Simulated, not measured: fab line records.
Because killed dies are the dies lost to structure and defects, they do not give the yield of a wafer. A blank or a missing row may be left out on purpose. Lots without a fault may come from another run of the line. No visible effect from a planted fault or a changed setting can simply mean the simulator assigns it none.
Struck lot and sound lot, side by side || flow n5_finfet || 37 steps out of a route of 1938
Sound: wafers L169.2, L169.3, L169.5. Wafers L176.1, L176.5, L176.6 were the ones struck. At the end, the cause is stated.
At each step with rows: each side's tool, then ch and its chambers, then its first start. Under that, the readings that differ: sound wafers || struck wafers || difference of the means || sigmas: that difference in standard deviations of wafers without a fault.
alike: readings whose means differ by less than 2 such deviations, and words and numbers that are the same on both sides. not compared: withheld readings, readings that some wafer has no value for, bounds like >300 that may hide the same value, and numbers for which the record gives no deviation and whose values overlap.
The two part at a step that has a row with sigmas, a row that says differs or no value, or rows on one side only. When numbers do not overlap yet have no deviation, they are printed without sigmas and do not part them. A reading that every wafer of one side lacks parts them only if that side has two wafers or more.

first, 9 steps without rows for these wafers: N5_WELL_APT_SOFTBAKE_20 (time 60 s); N5_WELL_APT_EXPOSE_22 (exposes mask PWELL, defocus 0 nm, target cd 200 nm); N5_WELL_APT_PEB_23 (peb time 90 s); N5_WELL_APT_DEVELOP_24 (develop time 45 s); N5_WELL_APT_HARDBAKE_29 (time 120 s); N5_WELL_APT_DESCUM_30 (chemistry O2, time 7.9 s); N5_WELL_APT_IMPLANT_31; N5_WELL_APT_IMPLANT_32; N5_WELL_APT_STRIP_33 (strips in SPM, time 900 s).
N5_WELL_APT_RTA_34: time 10 s.
  sound on rtp_anneal-02 ch 0, day 2 10:06; struck on rtp_anneal-02 ch 0, day 4 04:16
{"reading": "lamp_power_pct (%)", "sound": "13.04 12.96 12.96", "struck": "11.80 11.79 11.69", "difference": -1.23, "sigmas": -22}
{"reading": "lamp_zone_1_pct (%)", "sound": "12.983 13.013 12.976", "struck": "11.770 11.811 11.848", "difference": -1.181, "sigmas": -41}
{"reading": "lamp_zone_2_pct (%)", "sound": "12.99 12.99 13.00", "struck": "11.78 11.75 11.81", "difference": -1.21, "sigmas": -39}
{"reading": "lamp_zone_3_pct (%)", "sound": "12.98 12.99 13.01", "struck": "11.73 11.74 11.79", "difference": -1.24, "sigmas": -41}
{"reading": "lamp_zone_4_pct (%)", "sound": "13.01 12.96 12.99", "struck": "11.81 11.80 11.80", "difference": -1.18, "sigmas": -38}
{"reading": "lamp_zone_5_pct (%)", "sound": "13.02 12.97 12.99", "struck": "11.77 11.77 11.78", "difference": -1.22, "sigmas": -37}
{"reading": "lamp_zone_6_pct (%)", "sound": "12.91 12.94 12.92", "struck": "11.67 11.68 11.70", "difference": -1.24, "sigmas": -40}
{"reading": "lamp_zone_7_pct (%)", "sound": "13.48 13.43 13.40", "struck": "12.19 12.18 12.18", "difference": -1.25, "sigmas": -40}
  alike: wafer_temp_C_max
then, 25 steps without rows for these wafers: N5_WELL_APT_OXIDE_STRIP_42 (strips SiO2 in dHF, time 45 s, target depth 12 nm); N5_WELL_APT_PRECLEAN_36 (cleans in O3/DIW, time 45 s); N5_WELL_APT_PRECLEAN_39 (cleans in dHF, time 60 s); N5_WELL_APT_SRD_37 (time 30 s); N5_WELL_APT_EPI_41 (deposits Si from SiH4/H2, target thk 50 nm, time 297.7 s); N5_PMOS_HMC_CHANNEL_EPI_HM_DEP_34 (deposits SiO2 from TEOS/O2, target thk 36 nm, time 6.9 s); N5_PMOS_HMC_CHANNEL_EPI_COAT_31 (time 60 s, resist thk 66 nm); N5_PMOS_HMC_CHANNEL_EPI_COAT_03 (resist thk 205 nm); N5_PMOS_HMC_CHANNEL_EPI_EBR_05; N5_PMOS_HMC_CHANNEL_EPI_SOFTBAKE_04 (time 60 s); N5_PMOS_HMC_CHANNEL_EPI_EXPOSE_06 (exposes mask PMOS HMC BLK, target cd 240 nm); N5_PMOS_HMC_CHANNEL_EPI_PEB_07 (peb time 60 s); N5_PMOS_HMC_CHANNEL_EPI_DEVELOP_08 (develop time 30 s); N5_PMOS_HMC_CHANNEL_EPI_DESCUM_14 (chemistry O2, time 7.9 s); N5_PMOS_HMC_CHANNEL_EPI_ETCH_32 (etches BARC in N2/H2, stops on SiO2, target depth 85.8 nm, time 50.3 s); N5_PMOS_HMC_CHANNEL_EPI_HM_OPEN_15 (chemistry CHF3/O2, target SiO2, target depth 40.6 nm, time 20.3 s); N5_PMOS_HMC_CHANNEL_EPI_STRIP_33 (strips in N2/H2); N5_PMOS_HMC_CHANNEL_EPI_STRIP_17 (strips in SPM, time 750 s); N5_PMOS_HMC_CHANNEL_EPI_ETCH_38 (etches SiO2 in CF4, target depth 1.5 nm); N5_PMOS_HMC_CHANNEL_EPI_FIN_RECESS_16 (chemistry HBr/Cl2, target Si, target depth 54 nm, time 18 s); N5_PMOS_HMC_CHANNEL_EPI_PRECLEAN_36 (cleans in O3/DIW, time 45 s); N5_PMOS_HMC_CHANNEL_EPI_PRECLEAN_18 (cleans in DHF, time 30 s); N5_PMOS_HMC_CHANNEL_EPI_SRD_19 (time 30 s); N5_PMOS_HMC_CHANNEL_EPI_EPI_20 (deposits SiGe30, target thk 59 nm); N5_PMOS_HMC_CHANNEL_EPI_HM_STRIP_35 (strips SiO2 in dHF, material SiO2, target depth 39.6 nm, time 216 s).
-- the record jumps here: 6 days lie between the struck wafers' starts before and after (it left off in module PMOS_HMC_CHANNEL_EPI and takes up again in module BEOL_M4, whose first step shown is number 1111 of the route) --
N5_BEOL_M4_RC_MEAS_101:
  sound on prober-02 ch 0, day 8 17:55; struck on prober-02 ch 0, day 10 03:53
{"reading": "IOFF_N_LONG (nA/um)", "sound": "5.89e-05 5.85e-05 5.72e-05", "struck": "6.34e-05 6.31e-05 6.45e-05", "difference": "+5.47e-06", "sigmas": "+2"}
  alike: DIBL_N, DIBL_P, IOFF_N, IOFF_P, ION_N, ION_P, SS_N, SS_P, VT_N, VT_P
-- record jumps: 4 days separate the struck wafers' starts on either side; left off in module BEOL_M4, taken up again in module PASSIVATION, whose first shown step is the route's number 1936 --
N5_PASSIVATION_PROBE_49:
  sound on prober-01, day 13 08:58; struck on prober-02, day 14 14:23
{"reading": "killed_open", "sound": "60 73 59", "struck": "99 93 82", "difference": "+27", "sigmas": "+2"}
{"reading": "sort_bin_6_memory (%)", "sound": "2.8 2.8 2.5", "struck": "5.2 4.6 3.5", "difference": "+1.7", "sigmas": "+2"}
  alike: defect_limited_yield, killed_at_M0_to_M3, killed_at_M4_up, killed_at_contacts, killed_at_front_end, killed_at_other, killed_dies, killed_short, sort_bin_5_function, sort_bin_8_speed, sort_n_pass, sort_yield_pct

## WHERE THEY PART
Last at N5_PASSIVATION_PROBE_49 as far as this record goes, first at N5_WELL_APT_RTA_34.

WHY: what had been put in by the simulator
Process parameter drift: rtp_anneal-02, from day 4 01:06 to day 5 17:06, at N5_WELL_APT_RTA_34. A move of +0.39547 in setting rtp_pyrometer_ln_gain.
